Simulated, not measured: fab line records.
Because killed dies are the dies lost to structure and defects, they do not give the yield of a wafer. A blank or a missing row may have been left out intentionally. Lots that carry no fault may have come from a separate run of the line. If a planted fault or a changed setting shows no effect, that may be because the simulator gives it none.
Chamber matching | flow nand_harc | 3 sister chambers for NHARC_P_M0_PRE_CLEAN_31 on pecvd-02
The step time 12 s. 3 wafers are shown with their chamber, then 12 later ones without.

== WAFERS PAIRED WITH THEIR CHAMBERS ==
wafer  | chamber | heater_power_w (W)
L088.4 | 2       | 618
L088.5 | 0       | 697
L088.6 | 1       | 568

== WAFERS WITHOUT THEIR CHAMBER ==
wafer  | heater_power_w (W)
L090.2 | 602
L090.3 | 764
L090.4 | 599
L093.1 | 623
L093.3 | 529
L093.6 | 631
L094.2 | 637
L094.4 | 766
L094.6 | 495
L096.1 | 779
L096.2 | 593
L096.3 | 601

== THE CHAMBER EACH PASSED THROUGH ==
wafer  | from the rows above          | in truth
L090.2 | can't be placed: 2 or 1 or 0 | 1
L090.3 | can't be placed: 0 or 2      | 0
L090.4 | can't be placed: 2 or 1 or 0 | 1
L093.1 | can't be placed: 2 or 1 or 0 | 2
L093.3 | can't be placed: 1 or 2      | 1
L093.6 | can't be placed: 2 or 1 or 0 | 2
L094.2 | can't be placed: 2 or 0 or 1 | 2
L094.4 | can't be placed: 0 or 2      | 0
L094.6 | can't be placed: 1 or 2      | 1
L096.1 | can't be placed: 0 or 2      | 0
L096.2 | can't be placed: 1 or 2 or 0 | 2
L096.3 | can't be placed: 2 or 1 or 0 | 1
Correct placement for 0 of the 12. These rows do not allow placing 12 (true chamber among the candidates in 12). Placed wrongly: 0.
How it was worked out, from the rows above alone: a wafer's distance from a chamber is the root of the sum, over the readings, of the square of ((its reading less the chamber's mean) divided by the reading's scatter). If the next closest chamber is less than 2 further off than the closest, the wafer can't be placed; otherwise it belongs to the closest. The mean given for a chamber averages the wafers shown for that chamber. The scatter (one wafer shown for each chamber): square how far every hidden wafer sits from the nearest shown wafer, average those squares and take the square root.
